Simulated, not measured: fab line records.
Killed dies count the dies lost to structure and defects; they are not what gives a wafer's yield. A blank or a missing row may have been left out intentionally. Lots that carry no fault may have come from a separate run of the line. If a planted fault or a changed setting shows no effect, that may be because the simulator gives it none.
What tool caused it? || flow nand harc || 37 wafers from 13 lots sampled at 5 of the route's 1159 steps

## WHAT THE GAUGES READ, wafer by wafer
NHARC_END_SORT_01. Usual: killed at array 29, standard deviation 12; killed at other 0.7, standard deviation 1; killed at periphery 4, standard deviation 3.2; killed dies 34, standard deviation 12; killed open 3.4, standard deviation 2; killed short 1.8, standard deviation 1.3.
{"lot": "L104", "measured": "day 21 02:13", "on": "prober-01", "killed at array": "25 27 21", "killed at other": "1 1 0", "killed at periphery": "1 2 3", "killed dies": "27 30 24", "killed open": "4 4 7", "killed short": "2 4 2", "flag": ""}
{"lot": "L102", "measured": "day 21 10:20", "on": "prober-01", "killed at array": "13 10 9", "killed at other": "0 0 0", "killed at periphery": "6 9 5", "killed dies": "19 19 14", "killed open": "5 2 2", "killed short": "2 4 3", "flag": ""}
{"lot": "L111", "measured": "day 22 03:26", "on": "prober-01", "killed at array": "22 31 32", "killed at other": "1 1 0", "killed at periphery": "2 2 2", "killed dies": "25 34 34", "killed open": "5 4 2", "killed short": "0 2 3", "flag": ""}
{"lot": "L112", "measured": "day 23 16:32", "on": "prober-02", "killed at array": "25 41 38", "killed at other": "1 0 0", "killed at periphery": "0 3 6", "killed dies": "26 44 44", "killed open": "3 7 4", "killed short": "0 2 3", "flag": ""}
{"lot": "L113", "measured": "day 24 00:22", "on": "prober-01", "killed at array": "661 27", "killed at other": "0 2", "killed at periphery": "16 9", "killed dies": "677 38", "killed open": "4 3", "killed short": "4 2", "flag": "OFF"}
{"lot": "L117", "measured": "day 24 14:53", "on": "prober-02", "killed at array": "52 672", "killed at other": "0 0", "killed at periphery": "1 4", "killed dies": "53 676", "killed open": "1 2", "killed short": "1 0", "flag": "OFF"}

## WHICH TOOL RAN EACH LOT (tool, then ch and the chambers of the sampled wafers, then the start)
{"lot": "L997", "NHARC_A_STAIRCASE_ETCH_199": "rie diel-05 ch 0,2, day 11 17:03 or earlier", "NHARC_A_STAIRCASE_ETCH_203": "rie diel-05 ch 1,3, day 11 17:03 or earlier", "NHARC_A_STAIRCASE_ETCH_227": "rie diel-12 ch 0,1,2, day 11 17:03", "NHARC_A_STAIRCASE_TRIM_229": "rie diel-12 ch 0,1, day 11 17:19"}
{"lot": "L998", "NHARC_A_STAIRCASE_ETCH_199": "rie diel-05 ch 1,2, day 11 17:29 or earlier", "NHARC_A_STAIRCASE_ETCH_203": "rie diel-05 ch 1,2,3, day 11 17:29 or earlier", "NHARC_A_STAIRCASE_ETCH_227": "rie diel-12 ch 0,3, day 11 17:29", "NHARC_A_STAIRCASE_TRIM_229": "rie diel-02 ch 0,1,3, day 11 17:44"}
{"lot": "L100", "NHARC_A_STAIRCASE_ETCH_199": "rie diel-05 ch 1,2,3, day 11 21:52 or earlier", "NHARC_A_STAIRCASE_ETCH_203": "rie diel-05 ch 1,2,3, day 11 21:52 or earlier", "NHARC_A_STAIRCASE_ETCH_227": "rie diel-12 ch 0,1,2, day 11 21:52", "NHARC_A_STAIRCASE_TRIM_229": "rie diel-12 ch 0,2,3, day 11 22:03"}
{"lot": "L101", "NHARC_A_STAIRCASE_ETCH_199": "rie diel-02 ch 0,1,2, day 12 08:04 or earlier", "NHARC_A_STAIRCASE_ETCH_203": "rie diel-02 ch 1,2,3, day 12 08:04 or earlier", "NHARC_A_STAIRCASE_ETCH_227": "rie diel-05 ch 1,2,3, day 12 08:04", "NHARC_A_STAIRCASE_TRIM_229": "rie diel-05 ch 0,2,3, day 12 08:15"}
{"lot": "L104", "NHARC_A_STAIRCASE_ETCH_199": "rie diel-12 ch 2,3, day 12 17:46 or earlier", "NHARC_A_STAIRCASE_ETCH_203": "rie diel-12 ch 1,2, day 12 17:46 or earlier", "NHARC_A_STAIRCASE_ETCH_227": "rie diel-02 ch 0,1,2, day 12 17:46", "NHARC_A_STAIRCASE_TRIM_229": "rie diel-12 ch 2,3, day 12 17:56"}
{"lot": "L103", "NHARC_A_STAIRCASE_ETCH_199": "rie diel-02 ch 0,3, day 12 19:02 or earlier", "NHARC_A_STAIRCASE_ETCH_203": "rie diel-02 ch 0,1,2, day 12 19:02 or earlier", "NHARC_A_STAIRCASE_ETCH_227": "rie diel-05 ch 0,2,3, day 12 19:02", "NHARC_A_STAIRCASE_TRIM_229": "rie diel-05 ch 0,1,3, day 12 19:13"}
{"lot": "L102", "NHARC_A_STAIRCASE_ETCH_199": "rie diel-12 ch 1,2,3, day 12 23:11 or earlier", "NHARC_A_STAIRCASE_ETCH_203": "rie diel-12 ch 1,2,3, day 12 23:11 or earlier", "NHARC_A_STAIRCASE_ETCH_227": "rie diel-05 ch 0,2,3, day 12 23:11", "NHARC_A_STAIRCASE_TRIM_229": "rie diel-02 ch 0,1,2, day 12 23:23"}
{"lot": "L106", "NHARC_A_STAIRCASE_ETCH_199": "rie diel-12 ch 0,1,3, day 13 14:11 or earlier", "NHARC_A_STAIRCASE_ETCH_203": "rie diel-12 ch 0,1,3, day 13 14:11 or earlier", "NHARC_A_STAIRCASE_ETCH_227": "rie diel-12 ch 0,1,3, day 13 14:11", "NHARC_A_STAIRCASE_TRIM_229": "rie diel-12 ch 1,2,3, day 13 14:22"}
{"lot": "L111", "NHARC_A_STAIRCASE_ETCH_199": "rie diel-02 ch 0,1,2, day 14 11:22 or earlier", "NHARC_A_STAIRCASE_ETCH_203": "rie diel-02 ch 0,1,2, day 14 11:22 or earlier", "NHARC_A_STAIRCASE_ETCH_227": "rie diel-12 ch 0,1, day 14 11:22", "NHARC_A_STAIRCASE_TRIM_229": "rie diel-12 ch 0,1,3, day 14 11:35"}
{"lot": "L108", "NHARC_A_STAIRCASE_ETCH_199": "rie diel-02 ch 1,2,3, day 14 12:11 or earlier", "NHARC_A_STAIRCASE_ETCH_203": "rie diel-02 ch 0,2, day 14 12:11 or earlier", "NHARC_A_STAIRCASE_ETCH_227": "rie diel-02 ch 1,2,3, day 14 12:11", "NHARC_A_STAIRCASE_TRIM_229": "rie diel-12 ch 1,3, day 14 12:22"}
{"lot": "L112", "NHARC_A_STAIRCASE_ETCH_199": "rie diel-05 ch 0,1,3, day 15 04:56 or earlier", "NHARC_A_STAIRCASE_ETCH_203": "rie diel-05 ch 1,2,3, day 15 04:56 or earlier", "NHARC_A_STAIRCASE_ETCH_227": "rie diel-02 ch 0,2,3, day 15 04:56", "NHARC_A_STAIRCASE_TRIM_229": "rie diel-12 ch 0,1,3, day 15 05:11"}
{"lot": "L113", "NHARC_A_STAIRCASE_ETCH_199": "rie diel-02 ch 2, day 15 05:43 or earlier", "NHARC_A_STAIRCASE_ETCH_203": "rie diel-02 ch 0, day 15 05:43 or earlier", "NHARC_A_STAIRCASE_ETCH_227": "rie diel-02 ch 0, day 15 05:43", "NHARC_A_STAIRCASE_TRIM_229": "rie diel-02 ch 0,1, day 15 05:58"}
{"lot": "L117", "NHARC_A_STAIRCASE_ETCH_199": "rie diel-12 ch 0,3, day 15 18:13 or earlier", "NHARC_A_STAIRCASE_ETCH_203": "rie diel-12 ch 0,3, day 15 18:13 or earlier", "NHARC_A_STAIRCASE_ETCH_227": "rie diel-02 ch 1,2, day 15 18:13", "NHARC_A_STAIRCASE_TRIM_229": "rie diel-02 ch 0,1, day 15 18:25"}
- NHARC_A_STAIRCASE_ETCH_199: etches the open film in C4F8/O2, target depth 100 nm, time 40.5 s.
- NHARC_A_STAIRCASE_ETCH_203: etches the open film in C4F8/O2, target depth 100 nm, time 40.5 s.
- NHARC_A_STAIRCASE_ETCH_227: etches the open film in C4F8/O2, target depth 100 nm, time 40.5 s.
- NHARC_A_STAIRCASE_TRIM_229: chemistry O2, time 211.2 s.

## AS READ BY THE TOOLS THEMSELVES (means over the sampled wafers that have a number; for cases with no such wafer, the mark the record gives instead)
NHARC_A_STAIRCASE_ETCH_199. Usual: oes product au 0.942 a.u., standard deviation 0.0096; rf vpp V 896 V, standard deviation 6.2; run length s 62.0 s, standard deviation 0.51.
{"lot": "L997", "tool": "rie diel-05", "oes product au (a.u.)": 0.929, "rf vpp V (V)": 902, "run length s (s)": 62.0, "flag": ""}
{"lot": "L998", "tool": "rie diel-05", "oes product au (a.u.)": 0.936, "rf vpp V (V)": 901, "run length s (s)": 61.8, "flag": ""}
{"lot": "L100", "tool": "rie diel-05", "oes product au (a.u.)": 0.935, "rf vpp V (V)": 898, "run length s (s)": 62.2, "flag": ""}
{"lot": "L101", "tool": "rie diel-02", "oes product au (a.u.)": 0.952, "rf vpp V (V)": 891, "run length s (s)": 62.2, "flag": ""}
{"lot": "L104", "tool": "rie diel-12", "oes product au (a.u.)": 0.942, "rf vpp V (V)": 898, "run length s (s)": 61.8, "flag": ""}
{"lot": "L103", "tool": "rie diel-02", "oes product au (a.u.)": 0.949, "rf vpp V (V)": 889, "run length s (s)": 62.1, "flag": ""}
{"lot": "L102", "tool": "rie diel-12", "oes product au (a.u.)": 0.948, "rf vpp V (V)": 901, "run length s (s)": 61.9, "flag": ""}
{"lot": "L106", "tool": "rie diel-12", "oes product au (a.u.)": 0.946, "rf vpp V (V)": 904, "run length s (s)": 61.9, "flag": ""}
{"lot": "L111", "tool": "rie diel-02", "oes product au (a.u.)": 0.935, "rf vpp V (V)": 891, "run length s (s)": 62.3, "flag": ""}
{"lot": "L108", "tool": "rie diel-02", "oes product au (a.u.)": 0.932, "rf vpp V (V)": 889, "run length s (s)": 62.2, "flag": ""}
{"lot": "L112", "tool": "rie diel-05", "oes product au (a.u.)": 0.943, "rf vpp V (V)": 896, "run length s (s)": 61.6, "flag": ""}
{"lot": "L113", "tool": "rie diel-02", "oes product au (a.u.)": 0.939, "rf vpp V (V)": 894, "run length s (s)": 62.3, "flag": ""}
{"lot": "L117", "tool": "rie diel-12", "oes product au (a.u.)": 0.931, "rf vpp V (V)": 902, "run length s (s)": 62.7, "flag": ""}

NHARC_A_STAIRCASE_ETCH_203. Usual: oes product au 0.939 a.u., standard deviation 0.01; rf vpp V 896 V, standard deviation 5.9; run length s 62.0 s, standard deviation 0.48.
{"lot": "L997", "tool": "rie diel-05", "oes product au (a.u.)": 0.941, "rf vpp V (V)": 896, "run length s (s)": 61.8, "flag": ""}
{"lot": "L998", "tool": "rie diel-05", "oes product au (a.u.)": 0.947, "rf vpp V (V)": 898, "run length s (s)": 62.0, "flag": ""}
{"lot": "L100", "tool": "rie diel-05", "oes product au (a.u.)": 0.930, "rf vpp V (V)": 898, "run length s (s)": 62.0, "flag": ""}
{"lot": "L101", "tool": "rie diel-02", "oes product au (a.u.)": 0.951, "rf vpp V (V)": 891, "run length s (s)": 62.5, "flag": ""}
{"lot": "L104", "tool": "rie diel-12", "oes product au (a.u.)": 0.929, "rf vpp V (V)": 899, "run length s (s)": 61.1, "flag": ""}
{"lot": "L103", "tool": "rie diel-02", "oes product au (a.u.)": 0.956, "rf vpp V (V)": 891, "run length s (s)": 62.2, "flag": ""}
{"lot": "L102", "tool": "rie diel-12", "oes product au (a.u.)": 0.940, "rf vpp V (V)": 901, "run length s (s)": 61.6, "flag": ""}
{"lot": "L106", "tool": "rie diel-12", "oes product au (a.u.)": 0.938, "rf vpp V (V)": 903, "run length s (s)": 62.2, "flag": ""}
{"lot": "L111", "tool": "rie diel-02", "oes product au (a.u.)": 0.936, "rf vpp V (V)": 890, "run length s (s)": 62.3, "flag": ""}
{"lot": "L108", "tool": "rie diel-02", "oes product au (a.u.)": 0.934, "rf vpp V (V)": 890, "run length s (s)": 62.2, "flag": ""}
{"lot": "L112", "tool": "rie diel-05", "oes product au (a.u.)": 0.947, "rf vpp V (V)": 898, "run length s (s)": 61.8, "flag": ""}
{"lot": "L113", "tool": "rie diel-02", "oes product au (a.u.)": 0.942, "rf vpp V (V)": 888, "run length s (s)": 62.2, "flag": ""}
{"lot": "L117", "tool": "rie diel-12", "oes product au (a.u.)": 0.926, "rf vpp V (V)": 904, "run length s (s)": 62.1, "flag": ""}

NHARC_A_STAIRCASE_ETCH_227. Usual: oes product au 0.943 a.u., standard deviation 0.017; rf vpp V 896 V, standard deviation 5.9; run length s 62.0 s, standard deviation 0.5.
{"lot": "L997", "tool": "rie diel-12", "oes product au (a.u.)": 0.937, "rf vpp V (V)": 902, "run length s (s)": 61.4, "flag": ""}
{"lot": "L998", "tool": "rie diel-12", "oes product au (a.u.)": 0.929, "rf vpp V (V)": 903, "run length s (s)": 62.5, "flag": ""}
{"lot": "L100", "tool": "rie diel-12", "oes product au (a.u.)": 0.928, "rf vpp V (V)": 902, "run length s (s)": 61.4, "flag": ""}
{"lot": "L101", "tool": "rie diel-05", "oes product au (a.u.)": 0.947, "rf vpp V (V)": 898, "run length s (s)": 62.1, "flag": ""}
{"lot": "L104", "tool": "rie diel-02", "oes product au (a.u.)": 0.950, "rf vpp V (V)": 890, "run length s (s)": 62.2, "flag": ""}
{"lot": "L103", "tool": "rie diel-05", "oes product au (a.u.)": 0.940, "rf vpp V (V)": 899, "run length s (s)": 61.8, "flag": ""}
{"lot": "L102", "tool": "rie diel-05", "oes product au (a.u.)": 0.937, "rf vpp V (V)": 898, "run length s (s)": 61.8, "flag": ""}
{"lot": "L106", "tool": "rie diel-12", "oes product au (a.u.)": 0.933, "rf vpp V (V)": 903, "run length s (s)": 62.1, "flag": ""}
{"lot": "L111", "tool": "rie diel-12", "oes product au (a.u.)": 0.941, "rf vpp V (V)": 905, "run length s (s)": 61.5, "flag": ""}
{"lot": "L108", "tool": "rie diel-02", "oes product au (a.u.)": 0.944, "rf vpp V (V)": 891, "run length s (s)": 62.5, "flag": ""}
{"lot": "L112", "tool": "rie diel-02", "oes product au (a.u.)": 0.998, "rf vpp V (V)": 889, "run length s (s)": 62.3, "flag": "OFF"}
{"lot": "L113", "tool": "rie diel-02", "oes product au (a.u.)": 0.938, "rf vpp V (V)": 888, "run length s (s)": 56.7, "flag": "OFF"}
{"lot": "L117", "tool": "rie diel-02", "oes product au (a.u.)": 0.934, "rf vpp V (V)": 890, "run length s (s)": 56.2, "flag": "OFF"}

NHARC_A_STAIRCASE_TRIM_229. Usual: drypump motor current A 5.9 A, standard deviation 0.35; oes product au 0.998 a.u., standard deviation 0.0078; rf vpp V 57.8 V, standard deviation 0.93; showerhead plenum p Torr 3.55 Torr, standard deviation 0.17; throttle valve pct 17.037 %, standard deviation 0.0087.
{"lot": "L997", "tool": "rie diel-12", "drypump motor current A (A)": 5.8, "oes product au (a.u.)": 0.996, "rf vpp V (V)": 59.0, "showerhead plenum p Torr (Torr)": 3.79, "throttle valve pct (%)": 17.047, "flag": ""}
{"lot": "L998", "tool": "rie diel-02", "drypump motor current A (A)": 6.1, "oes product au (a.u.)": 1.006, "rf vpp V (V)": 57.1, "showerhead plenum p Torr (Torr)": 3.32, "throttle valve pct (%)": 17.030, "flag": ""}
{"lot": "L100", "tool": "rie diel-12", "drypump motor current A (A)": 5.7, "oes product au (a.u.)": 0.989, "rf vpp V (V)": 58.7, "showerhead plenum p Torr (Torr)": 3.68, "throttle valve pct (%)": 17.044, "flag": ""}
{"lot": "L101", "tool": "rie diel-05", "drypump motor current A (A)": 6.3, "oes product au (a.u.)": 1.000, "rf vpp V (V)": 58.4, "showerhead plenum p Torr (Torr)": 3.60, "throttle valve pct (%)": 17.029, "flag": ""}
{"lot": "L104", "tool": "rie diel-12", "drypump motor current A (A)": 5.7, "oes product au (a.u.)": 1.000, "rf vpp V (V)": 57.7, "showerhead plenum p Torr (Torr)": 3.60, "throttle valve pct (%)": 17.035, "flag": ""}
{"lot": "L103", "tool": "rie diel-05", "drypump motor current A (A)": 6.1, "oes product au (a.u.)": 1.000, "rf vpp V (V)": 57.7, "showerhead plenum p Torr (Torr)": 3.55, "throttle valve pct (%)": 17.038, "flag": ""}
{"lot": "L102", "tool": "rie diel-02", "drypump motor current A (A)": 5.8, "oes product au (a.u.)": 1.004, "rf vpp V (V)": 57.4, "showerhead plenum p Torr (Torr)": 3.37, "throttle valve pct (%)": 17.041, "flag": ""}
{"lot": "L106", "tool": "rie diel-12", "drypump motor current A (A)": 5.7, "oes product au (a.u.)": 1.000, "rf vpp V (V)": 58.4, "showerhead plenum p Torr (Torr)": 3.66, "throttle valve pct (%)": 17.035, "flag": ""}
{"lot": "L111", "tool": "rie diel-12", "drypump motor current A (A)": 5.7, "oes product au (a.u.)": 0.990, "rf vpp V (V)": 58.1, "showerhead plenum p Torr (Torr)": 3.73, "throttle valve pct (%)": 17.032, "flag": ""}
{"lot": "L108", "tool": "rie diel-12", "drypump motor current A (A)": 5.8, "oes product au (a.u.)": 0.989, "rf vpp V (V)": 57.6, "showerhead plenum p Torr (Torr)": 3.72, "throttle valve pct (%)": 17.042, "flag": ""}
{"lot": "L112", "tool": "rie diel-12", "drypump motor current A (A)": 5.7, "oes product au (a.u.)": 1.001, "rf vpp V (V)": 58.7, "showerhead plenum p Torr (Torr)": 3.73, "throttle valve pct (%)": 17.034, "flag": ""}
{"lot": "L113", "tool": "rie diel-02", "drypump motor current A (A)": 6.0, "oes product au (a.u.)": 1.011, "rf vpp V (V)": 57.0, "showerhead plenum p Torr (Torr)": 3.31, "throttle valve pct (%)": 17.026, "flag": ""}
{"lot": "L117", "tool": "rie diel-02", "drypump motor current A (A)": 6.0, "oes product au (a.u.)": 1.004, "rf vpp V (V)": 57.2, "showerhead plenum p Torr (Torr)": 3.31, "throttle valve pct (%)": 17.042, "flag": ""}

## THE ANSWER, worked out from the rows above alone
Rule: a lot is off if the mean of its wafers that have a number lies more than 3 standard deviations from the usual mean. A lot without any number at a reading at which 4 lots or more have one is off too. The other lots that the step has rows for count as sound. First the gauges in route order, then the tools' own readings, where a lot's mean is used as printed above. At the first step where some lot is off, the reading lying furthest off is the one used; lots without a number count as furthest.
Off, at NHARC_END_SORT_01 on killed at array: L113, L117. Neither off nor sound, because the step has no rows for them: L997, L998, L100, L101, L103, L106, L108.
If a tool, at a process step before that reading, ran all the lots that are off and no sound lot after the first of them, it fits. Not tried: the gauges at NHARC_END_SORT_01; whatever is off there is also off at NHARC_A_STAIRCASE_ETCH_227, on other tools, and gauge error can't account for it. NHARC_A_STAIRCASE_ETCH_199 gives no start for some lots, so the hours and the order of its lots are those of NHARC_A_STAIRCASE_ETCH_227. NHARC_A_STAIRCASE_ETCH_203 gives no start for some lots, so the hours and the order of its lots are those of NHARC_A_STAIRCASE_ETCH_227. One fits: NHARC_A_STAIRCASE_ETCH_227 and NHARC_A_STAIRCASE_TRIM_229 on rie diel-02. At NHARC_A_STAIRCASE_ETCH_227 its last sound lot is L112 (day 15 04:56), its first lot that is off L113 (day 15 05:43): a fault that began between those two fits.
The tool's own readings at NHARC_A_STAIRCASE_ETCH_227 bear it out: on the lots that are off they differ by more than 5 times the standard deviation of the sound lots' means. run length s reads 56.5 s there against 62.0 s on the sound lots.

## WHAT THE SIMULATOR PUT IN
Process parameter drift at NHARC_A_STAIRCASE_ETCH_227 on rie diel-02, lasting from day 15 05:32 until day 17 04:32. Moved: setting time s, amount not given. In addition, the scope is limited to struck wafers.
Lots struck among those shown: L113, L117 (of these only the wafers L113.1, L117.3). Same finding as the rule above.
